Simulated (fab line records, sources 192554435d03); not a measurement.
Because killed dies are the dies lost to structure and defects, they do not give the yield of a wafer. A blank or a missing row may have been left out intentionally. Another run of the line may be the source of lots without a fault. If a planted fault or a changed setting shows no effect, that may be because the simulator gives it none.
8D (eight disciplines) problem report, filled in by code || flow n5_finfet || the parts of the form that need people (team, actions taken, sign-off) are left out

## 1. WHAT IS WRONG
Mean of killed_at_M4_up at N5_PASSIVATION_PROBE_49: 107 across 6 wafers in 2 lots; on wafers with no fault it is 13 (standard deviation 5.8). That puts it +16 standard deviations away from the usual mean.
Earliest sighting: wafer L462.1 on prober-02 at day 14 21:34. At this step, 22 wafers from 8 lots have a number in the record. The rule behind "out" and "out of limits": a value lying over 4 standard deviations away from the usual mean. The rest of the wafers with a number are treated as sound.

## 2. WHAT IT IS, WHAT IT ISN'T
{"question": "which readings at this step", "is": "killed_at_M4_up", "is not": "killed_at_M0_to_M3, killed_at_contacts, killed_at_front_end, killed_at_other, killed_open, killed_short, sort_bin_8_speed"}
{"question": "which lots", "is": "L462, L464", "is not": "L452, L458, L468, L469, L473, L475"}
{"question": "which wafers of those lots", "is": "all that have a number", "is not": "-"}
{"question": "read on which tools", "is": "prober-02", "is not": "prober-01"}
{"question": "when", "is": "from day 14 21:34", "is not": "up to then (5 sound wafers); but 11 sound wafers of L468, L469, L473, L475 came after"}

## 3. SUSPECTS, AND WHAT RULES EACH OUT
Counting: any tool at a process step up to the reading is kept as a suspect provided that every lot that is out went through it and no sound lot did after the first of them.
- cvd_co-02 at N5_BEOL_M9_CVD_78 (deposits Co from CCTBA/H2, target thk 2 nm, time 138.9 s): kept. It processed each lot that is out, first L462 at day 12 10:13, and no sound lot thereafter; up to then, the last sound lot it processed was L452 at day 10 11:29.
- prober-02 at N5_PASSIVATION_PROBE_49: ruled out as a lasting fault. The sound lots L469, L475 went through it after L462, its earliest lot that is out (day 14 21:34).
Left after counting: cvd_co-02 at N5_BEOL_M9_CVD_78.

## 4. THE CAUSE (what the simulator had put in)
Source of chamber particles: cvd_co-02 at N5_BEOL_M9_CVD_78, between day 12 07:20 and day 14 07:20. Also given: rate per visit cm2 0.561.
Counting left only this tool.

## 5. SEQUENCE OF EFFECTS, ordered by route
Rows list readings where the struck wafers' mean (over those with a number) sits beyond 3 standard deviations from the usual. Scope: only readings with a usual standard deviation given in the record; hours: median across lots of the time from each lot's start at the first step in this table that gives one to its start at this step; sigmas: change in usual standard deviations.
{"hours": 0, "step": "N5_PASSIVATION_PROBE_49", "reading": "defect_limited_yield", "usual": "91.1 %", "on struck wafers": 85.0, "change": -6.1, "sigmas": -4.3}
{"hours": 0, "step": "N5_PASSIVATION_PROBE_49", "reading": "killed_at_M4_up", "usual": 13, "on struck wafers": 107, "change": "+94", "sigmas": "+16"}
{"hours": 0, "step": "N5_PASSIVATION_PROBE_49", "reading": "killed_dies", "usual": 105, "on struck wafers": 177, "change": "+72", "sigmas": "+4.2"}
{"hours": 0, "step": "N5_PASSIVATION_PROBE_49", "reading": "sort_bin_5_function", "usual": "5.3 %", "on struck wafers": 9.7, "change": "+4.4", "sigmas": "+4.4"}
{"hours": 0, "step": "N5_PASSIVATION_PROBE_49", "reading": "sort_n_pass", "usual": 1075, "on struck wafers": 1003, "change": -72, "sigmas": -4.2}
Here are the process steps it includes:
- N5_PASSIVATION_PROBE_49

## 6. HOW IT WOULD HAVE BEEN CAUGHT EARLIER
The fault began at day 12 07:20; the first out-of-limits reading in this record came at day 14 21:34, 62 hours later.
By day 14 21:34 the whole set of lots that are out, 2 in number, had already begun N5_BEOL_M9_CVD_78 on cvd_co-02. Had the tool been put on hold then, not one of them would have been saved.
